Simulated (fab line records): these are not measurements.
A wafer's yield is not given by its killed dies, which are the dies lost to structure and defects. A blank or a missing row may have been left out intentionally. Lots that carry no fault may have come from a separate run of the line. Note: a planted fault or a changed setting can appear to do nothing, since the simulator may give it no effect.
fab line records	flow nandHarc	part 2 of 2: steps 21 to 28 of 28
record lots=5	wafers=15	lastDay=32
route steps=1302 shown A_STAIRCASE@724
lots untouched by any fault: they come from a run of this same line in which no faults occurred
startH: start of the lot's first displayed wafer, in hours after the record's first day	waitH: hours from the lot's prior step to this one	" the same as in the row above	L1.1+2: a row that stands for several wafers	- value missing, or start not given	* or withheld: withheld	< > ~ a bound
route shown NAME@n: a module of which the file shows steps, and the number in the route of the first	usual: the fault-free wafers' mean and standard deviation	same: alike in all rows	chamber/n: place in a boat	sites: each site's reading	_std_site: the standard deviation of these	_edge_site: mean of outer sites minus mean of inner sites	radiusMm: for every site, how far away it sits from the centre of the wafer	mask NAME#n: copy n	behind: the most recent tool/chamber to have shaped the wafer	hold: the reason the lot was held/the length of the hold in hours/how it ended	device: which transistor (n, p or np) failed to switch	end of line: tests run on the same wafers once the route is complete	a step with no rows: only its recipe	killed: not the wafer's yield, but the dies lost to structure and defects at the first sort	map: a wafer's dies, marking killed ones x, the rest . and places with no die _
set.NAME: the setting as run; set.NAME@STEP: as run at that earlier step	model.NAME: the simulator's own value behind a step, which no gauge read
lots seen at some steps along the route; tables by step, rows by wafer
services: from which hour (startH, from the record's first day; less than 0 if before it) a tool's chamber was out of use, for how many hours, and why
## steps
# step NHARC_A_STAIRCASE_ETCH_232
# recipe targetDepthA=1000	timeS=40.5	ionEnergyEv=400	c4f8FlowSccm=20	o2FlowSccm=10	arFlowSccm=withheld	rfW=600	biasW=1000	chemistry=C4F8/O2
# usual oesProductAu=0.943/0.012	rfVppV=892/5.5
lot.wafer	tool	chamber	startH	waitH	oesProductAu	rfHoursCounterH	rfVppV
L081.2	rieDiel-06	0	-	-	0.933	37	896
L081.1	"	2	"	"	0.920	36	891
L081.5	"	0	"	"	0.925	-	896
L082.1	rieDiel-06	2	-	-	0.927	46	891
L082.3	"	3	"	"	0.942	45	904
L082.6	"	1	"	"	0.948	-	899
L084.4	rieDiel-06	3	-	-	0.958	52	905
L084.3	"	1	"	"	0.961	34	899
L084.6	"	3	"	"	0.951	-	904
L092.1	rieDiel-02	0	-	-	0.942	39	888
L092.4	"	3	"	"	0.938	51	887
L092.6	"	0	"	"	0.941	-	887
L094.2	rieDiel-06	3	-	-	0.949	24	905
L094.1	"	1	"	"	0.964	21	899
L094.5	"	0	"	"	0.936	-	896
# step NHARC_A_STAIRCASE_TRIM_233
# recipe timeS=211.2	o2FlowSccm=500	arFlowSccm=0	biasW=0	chemistry=O2
# usual drypumpMotorCurrentA=5.93/0.27	oesProductAu=0.997/0.0098	rfVppV=57.5/0.92	showerheadPlenumPTorr=3.44/0.15	throttleValvePct=17.035/0.0092
lot.wafer	tool	chamber	startH	waitH	drypumpMotorCurrentA	oesProductAu	rfHoursCounterH	rfVppV	showerheadPlenumPTorr	throttleValvePct
L081.2	rieDiel-06	3	-	-	5.78	1.008	36	60.0	3.79	17.030
L081.1	"	1	"	"	6.00	1.010	19	57.7	3.63	17.036
L081.5	"	2	"	"	6.22	0.984	-	57.7	3.40	17.050
L082.3	rieDiel-06	1	-	-	6.02	1.003	27	58.8	3.63	17.064
L082.1	"	2	"	"	6.26	0.990	46	57.5	3.40	17.012
L082.6	"	3	"	"	5.77	1.000	-	57.8	3.78	17.041
L084.3	rieDiel-06	2	-	-	6.23	0.976	54	56.2	3.39	17.033
L084.4	"	0	"	"	5.14	0.989	50	56.9	3.52	17.036
L084.6	"	2	"	"	6.23	0.979	-	56.8	3.39	17.035
L092.1	rieDiel-02	1	-	-	5.79	1.008	45	55.6	3.36	17.036
L092.4	"	2	"	"	6.13	1.010	49	57.6	3.53	17.046
L092.6	"	3	"	"	6.09	0.989	-	57.2	3.30	17.039
L094.1	rieDiel-06	3	-	-	5.78	1.001	24	57.9	3.76	17.031
L094.2	"	0	"	"	5.19	0.984	16	57.2	3.51	17.037
L094.5	"	2	"	"	6.22	0.996	-	55.7	3.38	17.041
# step NHARC_A_STAIRCASE_ETCH_234
# recipe targetDepthA=1000	timeS=40.5	ionEnergyEv=400	c4f8FlowSccm=20	o2FlowSccm=10	arFlowSccm=withheld	rfW=600	biasW=1000	chemistry=C4F8/O2
# usual oesProductAu=0.940/0.012	rfVppV=893/5.4
lot.wafer	tool	chamber	startH	waitH	oesProductAu	rfHoursCounterH	rfVppV
L081.1	rieDiel-06	3	-	-	0.950	36	905
L081.2	"	0	"	"	0.934	38	896
L081.5	"	1	"	"	0.946	-	901
L082.3	rieDiel-06	2	-	-	0.926	46	891
L082.1	"	3	"	"	0.934	45	906
L082.6	"	0	"	"	0.930	-	897
L084.4	rieDiel-06	2	-	-	0.930	54	890
L084.3	"	3	"	"	0.960	52	906
L084.6	"	1	"	"	0.951	-	900
L092.4	rieDiel-02	1	-	-	0.948	45	890
L092.1	"	3	"	"	0.923	51	888
L092.6	"	1	"	"	0.952	-	891
L094.1	rieDiel-06	2	-	-	0.948	26	891
L094.2	"	1	"	"	0.975	21	898
L094.5	"	3	"	"	0.957	-	904
# step NHARC_A_STAIRCASE_TRIM_235
# recipe timeS=211.2	o2FlowSccm=500	arFlowSccm=0	biasW=0	chemistry=O2
# usual drypumpMotorCurrentA=5.90/0.29	oesProductAu=0.998/0.01	rfVppV=57.7/0.96	showerheadPlenumPTorr=3.45/0.15	throttleValvePct=17.036/0.0083
lot.wafer	tool	chamber	startH	waitH	drypumpMotorCurrentA	oesProductAu	rfHoursCounterH	rfVppV	showerheadPlenumPTorr	throttleValvePct
L081.1	rieDiel-06	1	-	-	6.05	0.998	19	57.7	3.63	17.033
L081.2	"	2	"	"	6.24	0.970	36	56.8	3.40	17.021
L081.5	"	3	"	"	5.77	0.999	-	56.8	3.79	17.025
L082.3	rieDiel-06	1	-	-	6.01	1.016	27	59.7	3.63	17.024
L082.1	"	3	"	"	5.77	0.995	45	59.1	3.78	17.041
L082.6	"	0	"	"	5.16	0.987	-	57.3	3.52	17.047
L084.3	rieDiel-06	3	-	-	5.78	1.004	52	59.7	3.78	17.028
L084.4	"	0	"	"	5.20	0.981	51	58.8	3.52	17.030
L084.6	"	0	"	"	5.21	0.981	-	58.2	3.52	17.042
L092.4	rieDiel-02	0	-	-	5.92	1.005	39	58.5	3.31	17.044
L092.1	"	1	"	"	5.82	1.006	45	58.3	3.36	17.039
L092.6	"	3	"	"	6.11	0.992	-	57.4	3.30	17.031
L094.2	rieDiel-06	1	-	-	6.02	1.011	21	59.2	3.61	17.040
L094.1	"	2	"	"	6.21	1.002	26	56.8	3.38	17.033
L094.5	"	1	"	"	6.01	1.018	-	59.0	3.61	17.048
# step NHARC_A_STAIRCASE_ETCH_236
# recipe targetDepthA=1000	timeS=40.5	ionEnergyEv=400	c4f8FlowSccm=20	o2FlowSccm=10	arFlowSccm=withheld	rfW=600	biasW=1000	chemistry=C4F8/O2
# usual oesProductAu=0.941/0.013	rfVppV=892/5.2
lot.wafer	tool	chamber	startH	waitH	oesProductAu	rfHoursCounterH	rfVppV
L081.2	rieDiel-06	1	-	-	0.959	19	901
L081.1	"	2	"	"	0.926	36	891
L081.5	"	2	"	"	0.938	-	891
L082.3	rieDiel-06	1	-	-	0.941	27	900
L082.1	"	2	"	"	0.927	46	891
L082.6	"	1	"	"	0.954	-	900
L084.4	rieDiel-06	0	-	-	0.937	51	895
L084.3	"	3	"	"	0.956	52	904
L084.6	"	0	"	"	0.926	-	895
L092.4	rieDiel-02	2	-	-	0.941	49	897
L092.1	"	0	"	"	0.942	40	889
L092.6	"	2	"	"	0.943	-	895
L094.1	rieDiel-06	0	-	-	0.950	16	896
L094.2	"	1	"	"	0.958	21	899
L094.5	"	0	"	"	0.938	-	895
# step NHARC_A_STAIRCASE_STRIP_238
# recipe powerW=1500	tempC=250	chemistry=O2
# usual drypumpMotorCurrentA=5.7/0.45	heaterPowerW=340/18	rfReflPowerW=24/7.5	tempC=250.02/0.18
lot.wafer	tool	chamber	startH	waitH	drypumpMotorCurrentA	heaterPowerW	rfHoursCounterH	rfReflPowerW	tempC
L081.1	plasmaAsher-02	0	441.77	0.1	5.7	374	2	-	249.99
L081.2	"	1	"	"	5.1	329	2	-	249.84
L081.5	"	1	"	"	5.1	338	-	-	250.16
L082.1	plasmaAsher-01	0	457.94	0.1	6.0	316	21	17	250.01
L082.3	"	1	"	"	6.2	343	-	17	250.05
L082.6	"	0	"	"	6.0	318	-	16	249.83
L084.3	plasmaAsher-02	0	478.86	0.2	5.7	365	-	28	250.14
L084.4	"	1	"	"	5.1	337	-	34	250.23
L084.6	"	1	"	"	5.1	332	-	36	250.15
L092.1	plasmaAsher-01	0	556.51	0.1	6.0	332	8	16	249.71
L092.4	"	1	"	"	6.2	335	-	16	250.07
L092.6	"	1	"	"	6.3	325	-	17	249.94
L094.1	plasmaAsher-01	1	560.77	0.1	6.2	332	9	16	250.03
L094.2	"	0	"	"	6.0	335	9	17	249.91
L094.5	"	0	"	"	6.0	345	-	17	250.06
# step NHARC_A_STAIRCASE_STRIP_239
# recipe timeS=900	tempC=130	chemistry=SPM
# usual bathGuardTempC=129.9/0.51	tempC=130.02/0.14
lot.wafer	tool	chamber	startH	waitH	bathGuardTempC	tempC
L081.1	wetBench-06	2	442.12	0.3	129.3	130.08
L081.5	"	5	"	"	130.3	129.93
L081.2	"	7	"	"	129.5	130.07
L082.1	wetBench-02	0	458.30	0.3	129.6	130.00
L082.6	"	2	"	"	129.2	130.27
L082.3	"	3	"	"	129.6	130.06
L084.3	wetBench-06	1	479.14	0.2	130.3	129.85
L084.6	"	2	"	"	129.3	129.93
L084.4	"	3	"	"	130.1	130.02
L092.1	wetBench-07	7	556.87	0.3	129.3	130.07
L092.6	"	3	"	"	129.7	130.01
L092.4	"	4	"	"	129.5	129.98
L094.2	wetBench-06	6	561.14	0.3	131.0	129.84
L094.5	"	7	"	"	129.7	129.91
L094.1	"	0	"	"	129.8	129.87
# step NHARC_A_STAIRCASE_PRECLEAN_240
# recipe timeS=*	tempC=50	bathAgeMin=0	chemistry=SC1
# usual bathGuardTempC=49.9/0.51	tempC=50.00/0.12
lot.wafer	tool	chamber	startH	waitH	bathGuardTempC	tempC
L081.1	wetBench-06	2	-	-	49.7	49.92
L081.5	"	5	"	"	51.3	50.13
L081.2	"	7	"	"	49.8	50.07
L082.1	wetBench-02	0	-	-	49.9	49.88
L082.6	"	2	"	"	49.5	49.99
L082.3	"	3	"	"	49.8	49.73
L084.3	wetBench-06	1	-	-	49.8	49.92
L084.6	"	2	"	"	49.7	50.06
L084.4	"	3	"	"	50.0	50.16
L092.1	wetBench-07	7	-	-	50.1	49.66
L092.6	"	3	"	"	49.6	49.97
L092.4	"	4	"	"	49.2	50.11
L094.2	wetBench-06	6	-	-	50.2	49.87
L094.5	"	7	"	"	49.6	49.95
L094.1	"	0	"	"	50.0	49.94
## services
tool	chamber	startH	hours	kind
krfScanner-03	-	417.33	5.4	repair
wetBench-02	-	420.00	8.0	pm
lithoTrack-07	-	426.00	7.0	pm
plasmaAsher-02	-	426.83	9.0	pm
rieDiel-02	0	427.27	-	clean
rieDiel-02	1	427.27	-	clean
rieDiel-02	2	427.27	-	clean
rieDiel-02	3	427.27	-	clean
lithoTrack-03	-	450.00	7.0	pm
krfScanner-01	-	461.15	0.6	repair
krfScanner-03	-	467.16	0.9	repair
plasmaAsher-01	-	467.65	9.1	repair
lithoTrack-05	-	474.00	7.0	pm
krfScanner-03	-	475.40	4.8	repair
krfScanner-01	-	484.00	4.0	pm
rieDiel-06	-	485.34	9.0	pm
rieDiel-02	2	500.57	1.9	repair
wetBench-07	-	512.00	8.0	pm
plasmaAsher-01	-	519.17	9.0	pm
rieDiel-06	0	524.67	9.9	repair
plasmaAsher-02	-	542.65	12.6	repair
wetBench-06	-	545.60	8.0	pm
rieDiel-06	1	551.05	2.3	repair
wetBench-02	-	557.74	5.3	repair
